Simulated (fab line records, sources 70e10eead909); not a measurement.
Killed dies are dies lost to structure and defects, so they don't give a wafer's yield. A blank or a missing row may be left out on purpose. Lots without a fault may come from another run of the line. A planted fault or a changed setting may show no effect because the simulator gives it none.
Chamber matching | flow nand_harc | NHARC_A_CONTACT_ETCH_92 on rie_diel-03: 4 sister chambers
The step etches the open film in CH3F/O2, target depth 40 nm, time 85.7 s. 14 wafers are shown with their chamber, then 7 later ones without.

WAFERS WITH THEIR CHAMBER
wafer  | chamber | showerhead_plenum_p_Torr (Torr) | drypump_motor_current_A (A) | rf_vpp_V (V)
L594.1 | 3       | 2.54                            | 6.4                         | 245.0
L594.4 | 1       | 2.61                            | 5.6                         | 246.9
L594.6 | 0       | 2.31                            | 5.4                         | 242.2
L597.1 | 3       | 2.54                            | 6.3                         | 246.6
L597.2 | 0       | 2.31                            | 5.4                         | 242.9
L597.6 | 3       | 2.54                            | 6.4                         | 245.2
L605.4 | 0       | 2.31                            | 5.4                         | 241.7
L605.5 | 2       | 2.54                            | 5.4                         | 246.1
L605.6 | 3       | 2.53                            | 6.3                         | 246.5
L611.1 | 2       | 2.54                            | 5.4                         | 245.2
L611.2 | 1       | 2.61                            | 5.6                         | 246.0
L611.3 | 0       | 2.31                            | 5.4                         | 241.9
L609.2 | 2       | 2.54                            | 5.4                         | 244.4
L609.4 | 1       | 2.61                            | 5.6                         | 246.3

SIGNATURES (means of the wafers above)
reading                  | chamber 0 | chamber 1 | chamber 2 | chamber 3 | scatter within a chamber
showerhead_plenum_p_Torr | 2.3100    | 2.6100    | 2.5400    | 2.5375    | 0.00274
drypump_motor_current_A  | 5.400     | 5.600     | 5.400     | 6.350     | 0.0316
rf_vpp_V                 | 242.175   | 246.400   | 245.233   | 245.825   | 0.694
Rule: a wafer's distance from a chamber is the root of the sum, over the readings, of the square of ((its reading less the chamber's mean) divided by the reading's scatter). The wafer belongs to the nearest chamber; if the next one is less than 2 further off, it can't be placed. The scatter: the root of (the sum of the squares of (reading less its chamber's mean) over the shown wafers, divided by (wafers less chambers)).

WAFERS WITHOUT THEIR CHAMBER
wafer  | showerhead_plenum_p_Torr (Torr) | drypump_motor_current_A (A) | rf_vpp_V (V)
L609.6 | 2.61                            | 5.5                         | 247.3
L613.2 | 2.31                            | 5.4                         | 241.4
L613.4 | 2.53                            | 6.4                         | 245.7
L613.6 | 2.31                            | 5.4                         | 244.0
L614.2 | 2.53                            | 5.4                         | 245.4
L614.3 | 2.53                            | 6.3                         | 246.7
L614.5 | 2.53                            | 5.4                         | 246.6

WHICH CHAMBER EACH WENT THROUGH
wafer  | from the rows above | in truth
L609.6 | 1                   | 1
L613.2 | 0                   | 0
L613.4 | 3                   | 3
L613.6 | 0                   | 0
L614.2 | 2                   | 2
L614.3 | 3                   | 3
L614.5 | 2                   | 2
Placed correctly: 7 of 7. Can't be placed from these rows: 0. Placed wrongly: 0.
